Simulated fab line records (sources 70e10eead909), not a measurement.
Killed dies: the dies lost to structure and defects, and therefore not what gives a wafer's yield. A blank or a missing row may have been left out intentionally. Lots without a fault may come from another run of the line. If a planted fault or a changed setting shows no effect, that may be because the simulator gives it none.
Chamber matching	flow nand harc	4 sister chambers for NHARC_A_CHANNEL_FILL_D1_ALD_14 on ald hk-04
The step deposits SiO2, target thk 2.5 nm, pulse time 10 s, ald cycles 25. 4 wafers are shown with their chamber, then 12 later ones without.

WAFERS, EACH WITH ITS CHAMBER
wafer	chamber	heater power outer w (W)
L087.4	1	253
L092.2	0	292
L092.3	3	238
L092.6	2	261

WAFERS WHOSE CHAMBER IS MISSING
wafer	heater power outer w (W)
L093.3	238
L093.4	285
L093.6	261
L094.1	234
L094.3	250
L094.4	252
L095.2	292
L095.4	259
L095.5	266
L097.2	293
L097.3	239
L097.5	251

THE CHAMBER EACH PASSED THROUGH
wafer	from the rows above	in truth
L093.3	3	3
L093.4	0	0
L093.6	2	2
L094.1	3	3
L094.3	1	1
L094.4	1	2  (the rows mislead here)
L095.2	0	0
L095.4	can't be placed: 2 or 1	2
L095.5	2	2
L097.2	0	0
L097.3	3	3
L097.5	1	1
Placed correctly: 10 of 12. Unplaceable from these rows: 1, with the true chamber sitting among the candidates in 1. Number placed wrongly: 1.
How it was worked out, from the rows above alone: a wafer's distance from a chamber is the root of the sum, over the readings, of the square of ((its reading less the chamber's mean) divided by the reading's scatter). The wafer belongs to the nearest chamber; if the next one is less than 2 further off, it can't be placed. Each chamber's mean is taken over the wafers shown for it. The scatter (one wafer shown for each chamber): square how far every hidden wafer sits from the nearest shown wafer, average those squares and take the square root.
